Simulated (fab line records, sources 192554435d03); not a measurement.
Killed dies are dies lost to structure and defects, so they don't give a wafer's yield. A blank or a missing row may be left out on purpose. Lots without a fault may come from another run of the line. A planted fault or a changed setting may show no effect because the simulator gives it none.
fab line records | flow n5_finfet
record lots=12 wafers=33 last_day=18
route steps=1938 shown PMOS_HMC_CHANNEL_EPI@66 FIN_SAQP@97 PASSIVATION@1936
lots that met no fault: from a run of the same line without faults
start_h: hours from the record's first day to the start of the lot's first wafer shown | wait_h: hours since the lot's step before | " the same as in the row above | L1.1+2: a row that stands for several wafers | - no value, or no start given | * or withheld: withheld | < > ~ a bound
route shown NAME@n: a module of which the file shows steps, and the number in the route of the first | usual: mean/standard deviation of fault-free wafers | same: alike in all rows | chamber/n: place in a boat | sites: the reading at each site | _std_site: their standard deviation | _edge_site: outer sites' mean less inner sites' | radius_mm: how far each site lies from the wafer's centre | mask NAME#n: copy n | behind: the tool/chamber that last shaped the wafer | hold: why the lot was held/for how many hours/how that ended | device: the transistor (n, p or np) that didn't switch | end of line: the same wafers' tests at the end of the route | a step without rows: its recipe alone | killed: dies lost to structure and defects at the first sort, not the wafer's yield | map: a wafer's dies, x killed, . not, _ none there
set.NAME: the setting as run; set.NAME@STEP: as run at that earlier step | model.NAME: the simulator's own value behind a step, which no gauge read
steps of the route over a sample of lots; a table a step, a row a wafer
services: from which hour (start_h, from the record's first day; less than 0 if before it) a tool's chamber was out of use, for how many hours, and why
## steps
# step N5_PMOS_HMC_CHANNEL_EPI_OVL_MEAS_10
# recipe points_per_wafer=44
# usual PMOS_HMC_BLK_OVL=-0.3/1
# columns lot.wafer tool chamber start_h wait_h PMOS_HMC_BLK_OVL[nm]
L417.1 overlay-02 0 17.11 0.0 -2.6
L417.5 " 0 " " -2.1
L418.4 overlay-01 0 23.25 0.0 -1.1
L418.5 " 0 " " -1.0
L418.6 " 0 " " -2.2
L420.1 overlay-02 0 35.86 0.0 0.2
L420.2 " 0 " " 0.6
L420.4 " 0 " " 0.0
L424.2 overlay-01 0 59.20 0.0 0.5
L424.3 " 0 " " -1.2
L424.5 " 0 " " 1.5
L425.3 overlay-02 0 65.00 0.0 0.2
L425.5 " 0 " " 0.1
L432.1 overlay-02 0 107.52 0.0 -0.4
L432.4 " 0 " " -1.5
L432.5 " 0 " " 0.0
L434.2 overlay-01 0 119.22 0.0 0.6
L434.3 " 0 " " 0.1
L434.6 " 0 " " 0.7
L435.1 overlay-02 0 125.81 0.0 -1.8
L435.3 " 0 " " -1.1
L437.1 overlay-01 0 137.49 0.0 0.3
L437.5 " 0 " " -0.7
L437.6 " 0 " " -0.8
L438.2 overlay-02 0 144.00 0.0 -0.5
L438.3 " 0 " " -1.2
L438.4 " 0 " " 0.3
L439.2 overlay-01 0 149.42 0.0 0.2
L439.4 " 0 " " -0.1
L439.6 " 0 " " -0.9
L440.3 overlay-02 0 155.04 0.0 0.3
L440.5 " 0 " " 0.4
L440.6 " 0 " " -0.5
# step N5_FIN_SAQP_THK_MEAS_05
# usual thk_nm=38.1/0.59
# columns lot.wafer tool chamber start_h wait_h thk_nm
L417.1 film_metro-02 - 22.73 0.1 37.8
L417.5 " - " " 38.7
L418.4 film_metro-02 - 27.18 0.0 37.7
L418.5 " - " " 38.6
L418.6 " - " " 37.5
L420.1 film_metro-02 - 41.28 0.1 37.5
L420.2 " - " " 37.8
L420.4 " - " " 38.4
L424.2 film_metro-01 - 62.73 0.1 37.6
L424.3 " - " " 38.2
L424.5 " - " " 39.3
L425.3 film_metro-02 - 69.29 0.1 37.8
L425.5 " - " " 38.6
L432.1 film_metro-01 - 111.39 0.1 37.6
L432.4 " - " " 38.1
L432.5 " - " " 38.2
L434.2 film_metro-01 - 122.69 0.1 38.2
L434.3 " - " " 38.1
L434.6 " - " " 39.0
L435.1 film_metro-01 - 129.63 0.1 38.2
L435.3 " - " " 38.0
L437.1 film_metro-02 - 141.43 0.1 37.1
L437.5 " - " " 38.1
L437.6 " - " " 39.0
L438.2 film_metro-01 - 147.53 0.1 37.5
L438.3 " - " " 37.8
L438.4 " - " " 38.9
L439.2 film_metro-01 - 153.38 0.1 37.0
L439.4 " - " " 38.0
L439.6 " - " " 37.7
L440.3 film_metro-01 - 158.48 0.1 37.6
L440.5 " - " " 37.9
L440.6 " - " " 37.9
# step N5_FIN_SAQP_PECVD_47
# recipe material=a-Si target_thk_a=450 temp_c=400 precursor=SiH4/He pressure_torr=3 rf_w=100 time_s=36.3
# usual heater_power_outer_w=526/60 heater_power_w=853/95 rf_fwd_power_W=98.9/0.5 run_length_s=72.7/0.39 showerhead_plenum_p_Torr=5.70/0.065 showerhead_vpp_V=615/38 throttle_valve_pct=17.8/1.1
# columns lot.wafer tool chamber start_h wait_h heater_power_outer_w heater_power_w rf_fwd_power_W run_length_s showerhead_plenum_p_Torr showerhead_vpp_V since_wet_clean_h throttle_valve_pct
L417.1 pecvd-01 0 22.77 0.0 467 767 99.6 72.4 5.66 612 908 17.8
L417.5 " 2 " " 600 939 99.2 72.4 5.80 547 - 16.7
L418.4 pecvd-02 2 27.24 0.1 503 885 98.6 72.8 5.64 686 - 18.3
L418.5 " 0 " " 592 817 99.3 72.7 5.60 569 - 17.5
L418.6 " 1 " " 433 642 99.0 72.2 5.61 649 - 17.7
L420.1 pecvd-03 1 41.32 0.0 439 715 99.8 72.5 5.71 614 1470 17.4
L420.2 " 0 " " 594 1034 98.2 73.1 5.75 586 745 17.1
L420.4 " 1 " " 437 747 99.5 72.9 5.70 601 - 17.5
L424.2 pecvd-03 2 62.77 0.0 562 888 - 65.0 5.77 667 13 17.2
L424.3 " 1 " " 420 713 98.8 72.7 5.73 607 1492 17.4
L424.5 " 2 " " 570 917 - 64.8 5.77 653 - 17.0
L425.3 pecvd-03 2 69.33 0.0 516 818 99.2 73.2 5.76 656 19 17.2
L425.5 " 1 " " 499 808 - 65.0 5.70 613 - 17.5
L432.1 pecvd-02 0 111.43 0.0 647 897 99.4 72.7 5.60 583 634 17.7
L432.4 " 2 " " 510 882 97.3 72.7 5.62 682 - 18.3
L432.5 " 0 " " 663 914 99.2 72.4 5.60 578 - 17.7
L434.2 pecvd-03 1 122.73 0.0 511 819 100.0 72.5 5.71 611 1552 17.8
L434.3 " 0 " " 570 988 98.8 73.1 5.75 580 827 17.3
L434.6 " 2 " " 580 898 98.8 72.8 5.78 657 - 17.2
L435.1 pecvd-01 2 129.66 0.0 563 906 99.4 73.1 5.77 557 261 17.1
L435.3 " 0 " " 461 750 99.0 72.3 5.65 606 1015 18.0
L437.1 pecvd-01 1 141.47 0.0 601 956 98.6 72.0 5.72 640 1752 20.5
L437.5 " 0 " " 529 819 99.5 72.4 5.65 592 - 18.1
L437.6 " 1 " " 594 970 98.2 72.0 5.74 632 - 20.9
L438.2 pecvd-03 0 147.56 0.0 469 888 98.3 73.1 5.76 603 851 17.2
L438.3 " 2 " " 533 820 98.8 73.0 5.77 663 97 17.4
L438.4 " 2 " " 525 832 99.0 73.3 5.76 661 - 17.1
L439.2 pecvd-03 2 153.42 0.0 566 872 98.8 72.7 5.77 661 103 17.5
L439.4 " 0 " " 533 937 98.5 72.7 5.76 583 - 17.2
L439.6 " 1 " " 461 770 99.5 72.8 5.70 618 - 17.5
L440.3 pecvd-03 2 158.51 0.0 547 861 99.4 72.8 5.78 658 108 17.4
L440.5 " 2 " " 537 842 99.4 73.3 5.76 655 - 17.6
L440.6 " 1 " " 454 793 99.5 73.0 5.71 601 - 17.6
# step N5_FIN_SAQP_CD_MEAS_16
# recipe target_cd_nm=35.6 landing_energy_ev=500 detector=se_inlens
# usual cd_nm=35.63/0.29
# columns lot.wafer tool chamber start_h wait_h cd_nm
L417.1 cd_sem-01 0 23.30 - 35.96
L417.5 " 0 " " 36.18
L418.4 cd_sem-02 0 27.91 - 35.62
L418.5 " 0 " " 36.19
L418.6 " 0 " " 35.70
L420.1 cd_sem-02 0 42.04 - 35.36
L420.2 " 0 " " 35.04
L420.4 " 0 " " 35.51
L424.2 cd_sem-01 0 63.43 - 35.34
L424.3 " 0 " " 35.16
L424.5 " 0 " " 35.52
L425.3 cd_sem-01 0 69.99 - 35.89
L425.5 " 0 " " 36.19
L432.1 cd_sem-03 0 111.96 - 35.96
L432.4 " 0 " " 35.26
L432.5 " 0 " " 35.72
L434.2 cd_sem-02 0 123.26 - 35.48
L434.3 " 0 " " 35.62
L434.6 " 0 " " 35.41
L435.1 cd_sem-02 0 130.32 - 35.55
L435.3 " 0 " " 35.55
L437.1 cd_sem-01 0 141.99 - 35.96
L437.5 " 0 " " 35.80
L437.6 " 0 " " 35.72
L438.2 cd_sem-03 0 148.22 - 35.45
L438.3 " 0 " " 35.30
L438.4 " 0 " " 35.48
L439.2 cd_sem-01 0 154.08 - 35.75
L439.4 " 0 " " 35.50
L439.6 " 0 " " 35.91
L440.3 cd_sem-03 0 159.05 - 35.50
L440.5 " 0 " " 35.90
L440.6 " 0 " " 35.47
# step N5_FIN_SAQP_MANDREL_ETCH_58
# recipe chemistry=HBr/Cl2 target=a-Si target_depth_a=450 bt_time_s=10 stop_on=SiNx mask_material=SiO2 over_etch_frac=0.8 time_s=27 pressure_mtorr=10 icp_w=800 bias_w=75 HBr_flow_sccm=150 Cl2_flow_sccm=80 ends=end_point
# usual drypump_motor_current_A=5.9/0.37 he_backside_leak_sccm=2.64/0.27 oes_product_au=0.697/0.013 rf_fwd_power_W=793/3.1 throttle_valve_pct=35.51/0.25
# columns lot.wafer tool chamber start_h wait_h drypump_motor_current_A he_backside_leak_sccm oes_product_au rf_fwd_power_W rf_hours_counter_h throttle_valve_pct
L417.1 rie_si-02 2 25.99 0.0 6.0 2.72 0.705 794 113 35.76
L417.5 " 3 " " 5.5 2.69 0.692 796 - 35.45
L418.4 rie_si-02 0 30.44 0.0 6.2 2.97 0.703 790 101 35.24
L418.5 " 0 " " 6.2 2.80 0.694 792 - 35.23
L418.6 " 3 " " 5.6 2.58 0.684 796 - 35.46
L420.1 rie_si-02 1 44.60 0.0 6.3 2.63 0.687 790 123 35.92
L420.2 " 3 " " 5.6 2.66 0.681 795 95 35.48
L420.4 " 0 " " 6.2 2.86 0.702 790 101 35.22
L424.2 rie_si-05 0 65.81 0.0 5.7 2.42 0.617 796 85 35.41
L424.3 " 3 " " 5.6 2.46 0.688 791 48 35.19
L424.5 " 2 " " 5.3 2.35 0.623 794 - 35.44
L425.3 rie_si-02 2 72.48 0.0 6.0 2.60 0.709 795 114 35.73
L425.5 " 1 " " 6.3 2.63 0.631 786 - 36.06
L432.1 rie_si-02 1 115.09 0.0 6.4 2.53 0.680 789 125 35.90
L432.4 " 3 " " 5.5 2.65 0.676 796 97 35.47
L432.5 " 2 " " 6.0 2.64 0.713 791 - 35.76
L434.2 rie_si-05 2 125.60 0.0 5.3 2.26 0.711 794 2 35.30
L434.3 " 0 " " 5.7 2.46 0.706 793 86 35.25
L434.6 " 0 " " 5.7 2.32 0.705 794 - 35.24
L435.1 rie_si-04 2 132.80 0.0 5.9 2.17 0.700 795 1 35.64
L435.3 " 1 " " 5.5 2.74 0.699 796 44 35.75
L437.1 rie_si-02 3 144.86 0.0 5.6 2.48 0.677 794 98 35.49
L437.5 " 0 " " 6.2 2.81 0.689 792 - 35.23
L437.6 " 1 " " 6.4 2.71 0.705 790 - 35.88
L438.2 rie_si-02 3 150.65 0.0 5.6 2.65 0.679 795 98 35.48
L438.3 " 1 " " 6.3 2.64 0.692 789 126 35.90
L438.4 " 0 " " 6.2 3.11 0.687 791 103 35.22
L439.2 rie_si-05 2 156.60 0.0 5.3 2.23 0.704 789 3 35.28
L439.4 " 3 " " 5.6 2.48 0.696 792 49 35.17
L439.6 " 1 " " 6.4 2.48 0.695 791 - 35.62
L440.3 rie_si-02 2 161.78 0.0 6.0 2.61 0.712 796 116 35.75
L440.5 " 2 " " 6.0 2.65 0.719 795 - 35.73
L440.6 " 3 " " 5.6 2.69 0.687 793 - 35.46
# step N5_PASSIVATION_PROBE_49
# usual killed_at_M0_to_M3=36/10 killed_at_M4_up=13/5.5 killed_at_contacts=12/5.6 killed_at_front_end=42/12 killed_at_other=4/3.2 killed_dies=108/18 killed_open=71/13 killed_short=34/7.8
# same gross_dies=1180 killed_at_back_side=0
# columns lot.wafer tool chamber start_h wait_h killed_at_M0_to_M3 killed_at_M4_up killed_at_contacts killed_at_front_end killed_at_other killed_dies killed_open killed_short
L432.1 prober-01 - 385.70 0.0 23 13 6 38 4 84 49 35
L432.4 prober-01 - 385.85 0.2 27 14 7 34 3 85 57 27
L432.5 prober-01 - 385.90 0.2 34 12 9 32 3 90 73 17
# killed by level:class
L432.1 STI_FIN_REVEAL:geometric_particle:open=11 FIN_SAQP:geometric_particle:short=8 MOL_CONTACT_COAG:geometric_particle:open=6 BEOL_M3:geometric_particle:open=6 FIN_SAQP:geometric_particle:open=5 BEOL_M0_SAQP:geometric_particle:short=5 BEOL_M2:geometric_particle:short=4 BEOL_M4:geometric_particle:open=4
L432.4 BEOL_M3:geometric_particle:open=9 DUMMY_GATE:geometric_particle:open=6 MOL_CONTACT_COAG:geometric_particle:open=6 BEOL_M2:geometric_particle:open=5 BEOL_M4:geometric_particle:open=5 STI_FIN_REVEAL:geometric_particle:open=4 GATE_CUT:geometric_particle:short=4 BEOL_M0_SAQP:geometric_particle:short=4
L432.5 BEOL_M1:geometric_particle:open=12 DUMMY_GATE:geometric_particle:open=8 MOL_CONTACT_COAG:geometric_particle:open=8 BEOL_M0_SAQP:geometric_particle:open=8 STI_FIN_REVEAL:geometric_particle:open=7 FIN_SAQP:geometric_particle:open=5 BEOL_M4:geometric_particle:open=5 STARTING-WAFER:geometric_particle:open=4
## services
# columns tool chamber start_h hours kind
pecvd-03 2 21.12 - clean
pecvd-03 2 21.12 - consumable_replace:showerhead
pecvd-03 2 21.12 29.0 scheduled_down
pecvd-03 2 21.12 29.0 vent_cycle
pecvd-01 - 25.07 28.1 pm
pecvd-02 2 54.18 2.1 scheduled_down
rie_si-04 - 56.92 15.6 pm
rie_si-04 2 72.52 - clean
rie_si-04 2 72.52 25.6 scheduled_down
rie_si-04 2 72.52 25.6 vent_cycle
pecvd-02 1 72.95 5.0 scheduled_down
pecvd-03 1 98.58 5.5 scheduled_down
pecvd-01 2 103.91 1.8 repair
pecvd-01 0 104.24 2.1 scheduled_down
pecvd-01 1 108.98 5.5 scheduled_down
pecvd-02 1 115.72 5.5 scheduled_down
rie_si-05 - 130.48 14.6 pm
pecvd-03 - 148.09 0.9 repair
## key
first_sign step=N5_FIN_SAQP_PECVD_47 reading=run_length_s direction=down sigmas=20 usual=* struck=*
effect step=N5_FIN_SAQP_MANDREL_ETCH_58 reading=oes_product_au direction=down sigmas=5.9 usual=0.697 struck=0.624
met_at N5_FIN_SAQP_PECVD_47
struck_lots L424,L425
struck_wafers L424.2,L424.5,L425.5
tester_left_out L424,L425
not_acting_at N5_PMOS_HMC_CHANNEL_EPI_OVL_MEAS_10,N5_FIN_SAQP_THK_MEAS_05,N5_FIN_SAQP_CD_MEAS_16
onset_between 41.32 62.77
fault kind=process_parameter_drift tool=pecvd-03 chamber=- onset_h=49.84 steps=N5_FIN_SAQP_PECVD_47 channel=time_s offset=* shape=step end_h=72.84 scope=struck_wafers_only acts_in=* stated=*
# tester_left_out: of these lots the tester's yield and bins aren't shown, on N5 and GAA mostly nor the transistor test; their killed dies are dies lost to structure and defects alone, not to doping, threshold or leakage, so they don't give the yield
